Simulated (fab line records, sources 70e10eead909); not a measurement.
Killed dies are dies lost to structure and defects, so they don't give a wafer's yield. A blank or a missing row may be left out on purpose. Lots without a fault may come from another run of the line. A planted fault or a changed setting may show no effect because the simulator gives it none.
fab line records | flow nand_harc
record lots=5 wafers=15 last_day=33
route steps=1302 shown A_SGD_CUT@901 END@1302
lots that met no fault: from a run of the same line without faults
start_h: hours from the record's first day to the start of the lot's first wafer shown | wait_h: hours since the lot's step before | " the same as in the row above | L1.1+2: a row that stands for several wafers | - no value, or no start given | * or withheld: withheld | < > ~ a bound
route shown NAME@n: a module of which the file shows steps, and the number in the route of the first | usual: mean/standard deviation of fault-free wafers | same: alike in all rows | chamber/n: place in a boat | sites: the reading at each site | _std_site: their standard deviation | _edge_site: outer sites' mean less inner sites' | radius_mm: how far each site lies from the wafer's centre | mask NAME#n: copy n | behind: the tool/chamber that last shaped the wafer | hold: why the lot was held/for how many hours/how that ended | device: the transistor (n, p or np) that didn't switch | end of line: the same wafers' tests at the end of the route | a step without rows: its recipe alone | killed: dies lost to structure and defects at the first sort, not the wafer's yield | map: a wafer's dies, x killed, . not, _ none there
set.NAME: the setting as run; set.NAME@STEP: as run at that earlier step | model.NAME: the simulator's own value behind a step, which no gauge read
lots at some steps of the route; a table a step, a row a wafer
services: from which hour (start_h, from the record's first day; less than 0 if before it) a tool's chamber was out of use, for how many hours, and why
## steps
# step NHARC_A_SGD_CUT_CD_MEAS_09
# recipe target_cd_nm=100 landing_energy_ev=500
# usual cd_nm=100.0/0.66
# columns lot.wafer tool chamber start_h wait_h cd_nm
L361.2 cd_sem-02 0 474.26 - 100.4
L361.5 " 0 " " 100.4
L361.6 " 0 " " 100.1
L366.1 cd_sem-03 0 540.11 - 99.9
L366.3 " 0 " " 99.6
L366.5 " 0 " " 99.7
L368.1 cd_sem-03 0 561.07 - 99.2
L368.2 " 0 " " 99.4
L368.5 " 0 " " 99.3
L371.2 cd_sem-01 0 581.34 - 100.3
L371.4 " 0 " " 100.1
L371.5 " 0 " " 100.2
L378.1 cd_sem-03 0 670.49 - 98.8
L378.2 " 0 " " 100.0
L378.4 " 0 " " 99.6
# step NHARC_A_SGD_CUT_OVL_MEAS_10
# usual overlay_x_nm=-0.1/1 overlay_y_nm=-0.1/0.69
# columns lot.wafer tool chamber start_h wait_h overlay_x_nm overlay_y_nm
L361.2 overlay-01 - 474.34 - 0.3 -0.2
L361.5 " - " " 0.3 -0.1
L361.6 " - " " 0.3 -0.2
L366.1 overlay-01 - 540.20 - 1.1 -1.3
L366.3 " - " " 1.2 -1.1
L366.5 " - " " 0.6 -1.0
L368.1 overlay-01 - 561.16 - -2.0 1.1
L368.2 " - " " -1.7 0.5
L368.5 " - " " -1.6 0.0
L371.2 overlay-02 - 581.43 - -2.2 -0.9
L371.4 " - " " -1.8 -1.1
L371.5 " - " " -2.0 -0.9
L378.1 overlay-01 - 670.58 - 0.3 1.0
L378.2 " - " " 0.4 0.5
L378.4 " - " " 0.4 1.0
# step NHARC_A_SGD_CUT_INSPECT_11
# usual raw_defect_count=61/26
# columns lot.wafer tool chamber start_h wait_h raw_defect_count
L361.2 defect_inspect-01 - 474.38 0.0 119
L361.5 " - " " 107
L361.6 " - " " 118
L366.1 defect_inspect-01 - 540.24 0.0 71
L366.3 " - " " 49
L366.5 " - " " 71
L368.1 defect_inspect-01 - 561.20 0.0 46
L368.2 " - " " 56
L368.5 " - " " 82
L371.2 defect_inspect-02 - 581.46 0.0 81
L371.4 " - " " 82
L371.5 " - " " 67
L378.1 defect_inspect-01 - 670.62 0.0 86
L378.2 " - " " 81
L378.4 " - " " 72
# step NHARC_A_SGD_CUT_DESCUM_14
# recipe time_s=3 o2_flow_sccm=200 ar_flow_sccm=0 bias_power_w=0 chemistry=O2
# step NHARC_A_SGD_CUT_ETCH_58
# recipe target_depth_a=390 over_etch_frac=0.3 time_s=65 ion_energy_ev=80 cf4_flow_sccm=150 ar_flow_sccm=0 rf_w=300 bias_w=100 chemistry=CF4
# usual drypump_motor_current_A=5.58/0.29 oes_product_au=1.005/0.011 rf_vpp_V=151.2/1.2 showerhead_plenum_p_Torr=1.77/0.068 throttle_valve_pct=13.284/0.0091
# columns lot.wafer tool chamber start_h wait_h drypump_motor_current_A oes_product_au rf_hours_counter_h rf_vpp_V showerhead_plenum_p_Torr throttle_valve_pct
L361.2 rie_diel-10 2 474.55 0.1 5.52 1.001 2 151.3 1.74 13.287
L361.6 " 3 " " 5.66 0.978 - 151.7 1.77 13.291
L361.5 " 0 " " 5.06 0.985 - 150.0 1.70 13.268
L366.3 rie_diel-10 0 540.39 0.1 5.05 0.989 6 150.3 1.70 13.282
L366.1 " 1 " " 5.60 1.016 6 151.9 1.89 13.274
L366.5 " 3 " " 5.68 0.981 - 150.0 1.77 13.260
L368.2 rie_diel-05 0 561.35 0.1 5.49 0.987 10 150.5 1.73 13.282
L368.1 " 1 " " 5.98 1.019 11 150.6 1.72 13.295
L368.5 " 0 " " 5.50 1.004 - 150.2 1.73 13.277
L371.4 rie_diel-05 2 581.61 0.1 5.83 1.007 12 150.5 1.67 13.292
L371.2 " 1 " " 5.99 1.021 12 150.7 1.72 13.264
L371.5 " 2 " " 5.84 1.020 - 149.3 1.67 13.281
L378.4 rie_diel-10 2 670.76 0.1 5.48 1.018 2 150.2 1.74 13.289
L378.1 " 3 " " 5.65 1.002 2 150.6 1.76 13.299
L378.2 " 0 " " 5.06 1.003 3 151.1 1.70 13.272
# step NHARC_A_SGD_CUT_ETCH_59
# recipe target_depth_a=2600 over_etch_frac=0.25 time_s=406.25 ion_energy_ev=200 n2_flow_sccm=150 h2_flow_sccm=150 ar_flow_sccm=0 rf_w=400 bias_w=150 chemistry=N2/H2
# usual drypump_motor_current_A=5.58/0.28 oes_product_au=1.006/0.011 rf_vpp_V=430.6/2.6 showerhead_plenum_p_Torr=2.04/0.086 throttle_valve_pct=14.169/0.009
# columns lot.wafer tool chamber start_h wait_h drypump_motor_current_A oes_product_au rf_hours_counter_h rf_vpp_V showerhead_plenum_p_Torr throttle_valve_pct
L361.2 rie_diel-10 3 - - 5.66 0.991 3 429.7 2.04 14.168
L361.5 " 2 " " 5.51 1.006 - 429.7 2.00 14.171
L361.6 " 3 " " 5.65 0.982 - 431.5 2.04 14.162
L366.1 rie_diel-10 1 - - 5.61 1.011 6 435.2 2.20 14.162
L366.3 " 2 " " 5.49 1.021 6 429.9 2.00 14.164
L366.5 " 1 " " 5.62 1.017 - 436.4 2.20 14.184
L368.1 rie_diel-05 0 - - 5.49 1.011 10 429.2 1.99 14.168
L368.2 " 2 " " 5.89 1.005 10 426.0 1.91 14.164
L368.5 " 1 " " 5.97 1.026 - 428.6 1.97 14.168
L371.2 rie_diel-05 1 - - 5.98 1.028 12 428.8 1.97 14.163
L371.4 " 3 " " 5.45 1.002 11 427.7 1.98 14.185
L371.5 " 1 " " 5.97 1.022 - 428.5 1.97 14.168
L378.4 rie_diel-10 0 - - 5.10 1.008 3 427.8 1.95 14.170
L378.2 " 1 " " 5.61 1.018 3 435.0 2.19 14.170
L378.1 " 3 " " 5.64 1.012 2 430.5 2.03 14.173
# step NHARC_A_SGD_CUT_ETCH_15
# recipe target_depth_a=750 time_s=64.3 ch3f_flow_sccm=50 o2_flow_sccm=30 ar_flow_sccm=200 rf_w=500 bias_w=100 chemistry=CH3F/O2
# usual drypump_motor_current_A=5.59/0.28 oes_product_au=0.964/0.02 rf_vpp_V=263.8/1.6 showerhead_plenum_p_Torr=2.46/0.093 throttle_valve_pct=20.663/0.0084
# columns lot.wafer tool chamber start_h wait_h drypump_motor_current_A oes_product_au rf_hours_counter_h rf_vpp_V showerhead_plenum_p_Torr throttle_valve_pct
L361.2 rie_diel-10 2 - - 5.48 0.967 3 263.2 2.42 20.663
L361.5 " 2 " " 5.51 0.968 - 262.5 2.42 20.665
L361.6 " 3 " " 5.67 0.960 - 263.6 2.46 20.672
L366.1 rie_diel-10 3 - - 5.66 0.955 6 264.8 2.46 20.673
L366.3 " 1 " " 5.60 0.994 6 266.2 2.64 20.665
L366.5 " 3 " " 5.67 0.959 - 264.2 2.45 20.675
L368.1 rie_diel-05 2 - - 5.87 0.966 10 261.3 2.32 20.678
L368.2 " 0 " " 5.52 0.985 10 262.5 2.41 20.652
L368.5 " 1 " " 5.95 0.989 - 262.6 2.39 20.664
L371.4 rie_diel-05 2 - - 5.84 0.988 12 261.6 2.32 20.658
L371.2 " 3 " " 5.46 0.968 12 262.0 2.39 20.662
L371.5 " 0 " " 5.50 0.963 - 262.7 2.40 20.666
L378.1 rie_diel-10 0 - - 5.05 0.980 3 263.1 2.35 20.664
L378.4 " 1 " " 5.62 0.980 3 266.9 2.63 20.669
L378.2 " 2 " " 5.50 0.978 2 263.8 2.41 20.663
# step NHARC_A_SGD_CUT_ETCH_16
# recipe target_depth_a=3105 time_s=155.2 c4f8_flow_sccm=withheld o2_flow_sccm=8 ar_flow_sccm=withheld rf_w=600 bias_w=800 chemistry=C4F8/O2/Ar
# usual oes_product_au=0.976/0.017 rf_vpp_V=723/4.2
# columns lot.wafer tool chamber start_h wait_h oes_product_au rf_hours_counter_h rf_vpp_V
L361.2 rie_diel-10 1 - - 0.984 2 730
L361.5 " 0 " " 0.963 - 721
L361.6 " 1 " " 0.986 - 730
L366.3 rie_diel-10 1 - - 0.984 6 729
L366.1 " 3 " " 0.967 6 721
L366.5 " 1 " " 0.991 - 731
L368.2 rie_diel-05 1 - - 1.006 11 720
L368.1 " 0 " " 0.991 10 720
L368.5 " 1 " " 1.002 - 721
L371.2 rie_diel-05 2 - - 0.991 12 717
L371.4 " 3 " " 0.975 12 720
L371.5 " 2 " " 0.996 - 717
L378.2 rie_diel-10 1 - - 0.999 3 731
L378.4 " 2 " " 0.982 2 721
L378.1 " 3 " " 0.985 3 723
# step NHARC_A_SGD_CUT_STRIP_60
# recipe c4f8_flow_sccm=withheld o2_flow_sccm=8 ar_flow_sccm=withheld bias_w=0 chemistry=C4F8/O2/Ar
# step NHARC_A_SGD_CUT_STRIP_17
# recipe o2_flow_sccm=500 ar_flow_sccm=0 bias_w=0 chemistry=O2
# usual drypump_motor_current_A=5.60/0.28 oes_product_au=1.005/0.011 rf_vpp_V=57.7/0.95 showerhead_plenum_p_Torr=3.53/0.13 throttle_valve_pct=17.036/0.0086
# columns lot.wafer tool chamber start_h wait_h drypump_motor_current_A oes_product_au rf_hours_counter_h rf_vpp_V showerhead_plenum_p_Torr throttle_valve_pct
L361.2 rie_diel-10 3 - - 5.65 0.982 4 57.1 3.52 17.046
L361.6 " 2 " " 5.52 1.012 - 57.2 3.47 17.040
L361.5 " 3 " " 5.65 0.990 - 57.8 3.52 17.024
L366.1 rie_diel-10 1 - - 5.61 1.009 6 57.5 3.77 17.040
L366.3 " 2 " " 5.52 1.011 6 59.1 3.47 17.039
L366.5 " 3 " " 5.66 0.988 - 57.9 3.52 17.040
L368.1 rie_diel-05 2 - - 5.84 1.018 11 57.7 3.33 17.029
L368.2 " 3 " " 5.46 1.006 10 57.7 3.43 17.029
L368.5 " 3 " " 5.46 1.019 - 55.8 3.43 17.025
L371.2 rie_diel-05 2 - - 5.85 1.002 12 57.2 3.33 17.046
L371.4 " 3 " " 5.47 0.997 12 57.3 3.43 17.027
L371.5 " 1 " " 5.97 1.028 - 57.6 3.43 17.026
L378.4 rie_diel-10 2 - - 5.51 1.022 3 56.8 3.46 17.036
L378.1 " 3 " " 5.65 1.001 3 56.1 3.52 17.043
L378.2 " 0 " " 5.08 0.994 3 57.4 3.38 17.034
# step NHARC_A_SGD_CUT_PRECLEAN_18
# recipe time_s=* temp_c=50 bath_age_min=0 chemistry=SC1
# step NHARC_A_SGD_CUT_SRD_19
# step NHARC_A_SGD_CUT_DEP_20
# recipe target_thk_a=1500 temp_c=65 material=SiO2
# columns lot.wafer tool chamber start_h wait_h
L361.2+5+6 fcvd-01 1,1,0 475.56 -
L366.1+3+5 fcvd-01 0,0,1 541.42 -
L368.2+1+5 fcvd-01 0,1,1 562.37 -
L371.2+4+5 fcvd-02 1,0,1 582.64 -
L378.2+1+4 fcvd-02 0,1,0 671.79 -
# step NHARC_A_SGD_CUT_ANNEAL_27
# recipe temp_c=450 time_s=1800
# step NHARC_A_SGD_CUT_CMP_21
# recipe target_thk_nm=148.19
# usual motor_current_A=11.6/1.4 time_to_endpoint_s=51/3.2
# columns lot.wafer tool chamber start_h wait_h motor_current_A time_to_endpoint_s
L361.2 cmp-02 2 480.36 0.4 13.4 50
L361.6 " 1 " " 10.0 51
L361.5 " 2 " " 13.3 48
L366.1 cmp-02 3 546.21 0.4 13.0 52
L366.3 " 1 " " 9.7 52
L366.5 " 3 " " 13.4 55
L368.1 cmp-01 1 568.54 0.4 11.9 52
L368.2 " 3 " " 11.7 46
L368.5 " 1 " " 11.7 50
L371.2 cmp-02 1 587.64 0.4 10.1 18
L371.4 " 3 " " 13.4 17
L371.5 " 1 " " 10.0 17
L378.1 cmp-04 0 676.44 0.4 10.4 47
L378.2 " 1 " " 11.2 46
L378.4 " 2 " " 9.6 50
# step NHARC_A_SGD_CUT_THK_MEAS_22
# recipe thk_meas_gauge=ellipsometry
# usual thk_nm=148.0/1.4
# columns lot.wafer tool chamber start_h wait_h thk_nm
L361.2 film_metro-01 - 480.59 0.2 147.0
L361.5 " - " " 147.8
L361.6 " - " " 146.5
L366.1 film_metro-02 - 546.47 0.2 147.3
L366.3 " - " " 147.5
L366.5 " - " " 149.6
L368.1 film_metro-02 - 568.78 0.2 147.9
L368.2 " - " " 145.9
L368.5 " - " " 148.0
L371.2 film_metro-02 - 587.90 0.2 48.3
L371.4 " - " " 50.3
L371.5 " - " " 49.2
L378.1 film_metro-02 - 676.70 0.2 145.8
L378.2 " - " " 147.3
L378.4 " - " " 147.3
# step NHARC_A_SGD_CUT_SRD_23
# step NHARC_END_SORT_01
# recipe temp_c=25
# usual killed_at_array=57/19 killed_at_other=0.9/1.1 killed_at_periphery=4.0/2.6 killed_dies=62/19 killed_open=3.3/1.8 killed_short=2.4/1.7
# same gross_dies=677
# columns lot.wafer tool chamber start_h wait_h killed_at_array killed_at_other killed_at_periphery killed_dies killed_open killed_short
L371.2 prober-02 0 711.71 2.8 675 0 2 677 1 2
L371.4 prober-02 0 713.29 3.4 673 1 3 677 9 4
L371.5 prober-02 0 714.08 3.7 676 0 1 677 5 0
# killed by level:class
L371.2 A_SGD_CUT:area_dep=598 A_CHANNEL_HOLE_D2:chamber_film_flake=24 A_CHANNEL_HOLE_D1:chamber_film_flake=23 A_SLIT:chamber_film_flake=18 A_M1:chamber_film_flake=4 A_CONTACT:chamber_film_flake=3 A_STAIRCASE:chamber_film_flake=2 P_CONTACT:geometric_particle:open=1
L371.4 A_SGD_CUT:area_dep=590 A_CHANNEL_HOLE_D1:chamber_film_flake=26 A_CHANNEL_HOLE_D2:chamber_film_flake=22 A_SLIT:chamber_film_flake=14 A_M1:chamber_film_flake=4 A_CONTACT:chamber_film_flake=3 A_CHANNEL_FILL_D2:geometric_particle:short=2 A_M0:geometric_particle:open=2
L371.5 A_SGD_CUT:area_dep=585 A_SLIT:chamber_film_flake=33 A_CHANNEL_HOLE_D1:chamber_film_flake=30 A_CHANNEL_HOLE_D2:chamber_film_flake=11 A_STAIRCASE:chamber_film_flake=4 A_CONTACT:chamber_film_flake=4 A_M0:geometric_particle:open=2 A_WL_FILL:chamber_film_flake=2
# map L371.2 (x killed, . not)
____________x____________
_________xxxxxxx_________
_______xxxxxxxxxxx_______
______xxxxxxxxxxxxx______
_____xxxxxxxxxxxxxxx_____
____xxxxxxxxxxxxxxxxx____
____xxxxxxxxxxxxxxxxx____
___xxxxxxxxxxxxxxxxxxx___
___xxxxxxxxxxxxxxxxxxx___
__xxxxxxxxxxxxxxxxxxxxx__
__xxxxxxxxxxxxxxxxxxxxx__
_xxxxxxxxxxxxxxxxxxxxxxx_
_xxxxxxxxxxxxxxxxxxxxxxx_
_xxxxxxxxxxxxxxxxxxxxxxx_
_xxxxxxxxxxxxxxxxxxxxxxx_
_xxxxxxxxxxxxxxxxxxxxxxx_
xxxxxxxxxxxxxxxxxxxxxxxxx
xxxxxxxxxxxxxxxxxxxxxxxxx
xxxxxxxxxxxxxxxxxxxxxxxxx
xxxxxxxxxxxxxxxxxxxxxxxxx
xxxxxxxxxxxxxxxxxxxxxxxxx
_xxxxxxxxxxxxxxxxxxxxxxx_
_xxxxxxxxxxxxxxxxxxxxxxx_
_xxxxxxxxxxxxxxxxxxxxxxx_
_xxxxxxxxxxxxxxxxxxxxxxx_
_xxxxxxxxxxxxxxxxxxxxxxx_
__xxxxxxxxxxxxxxxxxxxxx__
__xxxxxxxxxxxxxxxxxxxxx__
___xxxxxxxxxxxxxxxxxxx___
___xxxxxxxxxxxxxxxxxxx___
____xxxxxxxxxxxxxxxxx____
____xxxxxxxxxxxxxxxxx____
_____xxxxxxxxxxxxxxx_____
______xxxxxxxxxxxxx______
_______xxxxxxxxxxx_______
_________xxxxxxx_________
____________x____________
# map L361.2 (x killed, . not)
____________x____________
_________xxxx..._________
_______.xx..xx...._______
______...xx........______
_____......x........_____
____....x..x.x.......____
____.........x.......____
___...................___
___...................___
__.....................__
__.....................__
_...x..x...............x_
_..x...x...............x_
_..x.x.x................_
_..xxx.................x_
_...x.xxx.......xx......_
.x...xx.x................
.....x.x.x......x........
....xxxxx.x......x.......
.....xxxx................
...x..xx.................
_...x.x................._
_......................._
_......................._
_x..................x..._
_..x.................x.._
__..x..x...........xxx.__
__................xxxxx__
___x..............xxxx___
___.............x.xxxx___
____...............x.____
____...............xx____
_____.............x._____
______...........x.______
_______..........._______
_________......._________
____________.____________
## services
# columns tool chamber start_h hours kind
cmp-01 - 454.10 0.4 repair
cmp-04 - 454.62 1.4 repair
rie_diel-05 2 463.58 4.9 repair
cmp-01 - 479.67 4.0 pm
cmp-04 - 487.81 0.3 repair
cmp-04 - 503.26 4.0 pm
rie_diel-05 0 511.53 4.4 repair
rie_diel-05 3 516.60 3.3 repair
fcvd-02 0 523.72 17.1 repair
cmp-02 - 528.09 4.0 pm
rie_diel-10 0 543.35 1.4 repair
fcvd-01 - 547.00 13.0 pm
cmp-02 - 550.62 2.5 repair
fcvd-02 - 566.53 0.7 repair
rie_diel-05 - 583.60 9.0 pm
cmp-02 - 593.44 0.8 repair
rie_diel-10 - 596.56 9.0 pm
fcvd-02 - 616.69 1.1 repair
rie_diel-10 3 621.14 7.9 repair
rie_diel-10 2 622.55 3.5 repair
cmp-02 - 624.68 2.9 repair
cmp-02 - 627.60 4.0 pm
fcvd-02 - 631.00 13.0 pm
cmp-02 - 666.15 0.5 repair
## key
first_sign step=NHARC_A_SGD_CUT_CMP_21 reading=time_to_endpoint_s direction=down sigmas=11 usual=* struck=*
effect step=NHARC_A_SGD_CUT_THK_MEAS_22 reading=thk_nm direction=down sigmas=70 usual=148.0 struck=49.3
effect step=NHARC_END_SORT_01 reading=killed_dies direction=up sigmas=33 usual=62 struck=677
more_kills_born_at NHARC_A_SGD_CUT_DEP_20@fcvd-02=1773
met_at NHARC_A_SGD_CUT_DEP_20
struck_wafers L371.2,L371.4,L371.5
later_rows_left_out L371.2,L371.4,L371.5
tester_left_out L371
onset_between 562.37 582.64
also_fits NHARC_A_SGD_CUT_ETCH_58:rie_diel-05,NHARC_A_SGD_CUT_ETCH_59:rie_diel-05,NHARC_A_SGD_CUT_ETCH_15:rie_diel-05,NHARC_A_SGD_CUT_ETCH_16:rie_diel-05
fault kind=skipped_step_whole tool=fcvd-01,fcvd-02 chamber=- onset_h=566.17 steps=NHARC_A_SGD_CUT_DEP_20 scope=struck_lots_only
# tester_left_out: of these lots the tester's yield and bins aren't shown, on N5 and GAA mostly nor the transistor test; their killed dies are dies lost to structure and defects alone, not to doping, threshold or leakage, so they don't give the yield
# later_rows_left_out: the simulator's readings of these wafers behind a module that went badly wrong aren't trusted and aren't shown, but for the sort
